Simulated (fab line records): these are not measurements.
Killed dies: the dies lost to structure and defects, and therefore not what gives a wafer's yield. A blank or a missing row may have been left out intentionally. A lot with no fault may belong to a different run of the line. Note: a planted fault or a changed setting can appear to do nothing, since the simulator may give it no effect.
Chamber matching / flow nand-harc / NHARC_A_WL_FILL_ALD_10 on ald-hk-02: 4 sister chambers
The step deposits SiO2, target thk 50 nm, pulse time 10 s, ald cycles 500. 14 wafers are shown with their chamber, then 7 later ones without.

== WAFERS, EACH WITH ITS CHAMBER ==
wafer=L075.1; chamber=3; heater-power-w (W)=500; precursor-pulse-height-rel=1.047
wafer=L075.3; chamber=2; heater-power-w (W)=403; precursor-pulse-height-rel=1.020
wafer=L075.5; chamber=1; heater-power-w (W)=475; precursor-pulse-height-rel=1.004
wafer=L076.1; chamber=2; heater-power-w (W)=410; precursor-pulse-height-rel=0.994
wafer=L076.4; chamber=0; heater-power-w (W)=499; precursor-pulse-height-rel=0.979
wafer=L076.5; chamber=2; heater-power-w (W)=416; precursor-pulse-height-rel=0.985
wafer=L083.2; chamber=0; heater-power-w (W)=468; precursor-pulse-height-rel=1.032
wafer=L083.1; chamber=2; heater-power-w (W)=403; precursor-pulse-height-rel=1.001
wafer=L083.6; chamber=3; heater-power-w (W)=478; precursor-pulse-height-rel=0.990
wafer=L087.2; chamber=1; heater-power-w (W)=464; precursor-pulse-height-rel=1.027
wafer=L087.4; chamber=0; heater-power-w (W)=461; precursor-pulse-height-rel=0.967
wafer=L087.1; chamber=3; heater-power-w (W)=481; precursor-pulse-height-rel=1.008
wafer=L091.3; chamber=1; heater-power-w (W)=465; precursor-pulse-height-rel=0.967
wafer=L091.2; chamber=3; heater-power-w (W)=484; precursor-pulse-height-rel=0.982

SIGNATURES, as means of the wafers listed above
reading=heater-power-w; chamber 0=476.00; chamber 1=468.00; chamber 2=408.00; chamber 3=485.75; scatter within a chamber=11.4
reading=precursor-pulse-height-rel; chamber 0=0.99267; chamber 1=0.99933; chamber 2=1.00000; chamber 3=1.00675; scatter within a chamber=0.0272
Rule: a wafer lies at a distance from a chamber equal to the root of the sum of squares, over the readings, of (its reading less the chamber's mean, divided by the reading's scatter). The wafer belongs to the nearest chamber; if the next one is less than 2 further off, it can't be placed. How the scatter is found: for the shown wafers, subtract from each reading the mean of its chamber, square and add these, divide the total by (wafers less chambers), then take the root.

== WAFERS WITH NO CHAMBER GIVEN ==
wafer=L091.4; heater-power-w (W)=475; precursor-pulse-height-rel=1.014
wafer=L096.2; heater-power-w (W)=466; precursor-pulse-height-rel=1.009
wafer=L096.1; heater-power-w (W)=482; precursor-pulse-height-rel=0.993
wafer=L096.5; heater-power-w (W)=468; precursor-pulse-height-rel=0.993
wafer=L094.1; heater-power-w (W)=397; precursor-pulse-height-rel=0.988
wafer=L094.3; heater-power-w (W)=471; precursor-pulse-height-rel=1.039
wafer=L094.6; heater-power-w (W)=417; precursor-pulse-height-rel=0.977

== WHICH CHAMBER EACH ONE RAN IN ==
wafer=L091.4; from the rows above=can't be placed: 0 or 1 or 3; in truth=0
wafer=L096.2; from the rows above=can't be placed: 1 or 0 or 3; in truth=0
wafer=L096.1; from the rows above=can't be placed: 0 or 3 or 1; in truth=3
wafer=L096.5; from the rows above=can't be placed: 1 or 0 or 3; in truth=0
wafer=L094.1; from the rows above=2; in truth=2
wafer=L094.3; from the rows above=can't be placed: 1 or 3 or 0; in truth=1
wafer=L094.6; from the rows above=2; in truth=2
2 of 7 placed correctly. Cannot be placed on the basis of these rows: 5; the candidates contain the true chamber in 5. Placed wrongly: 0.
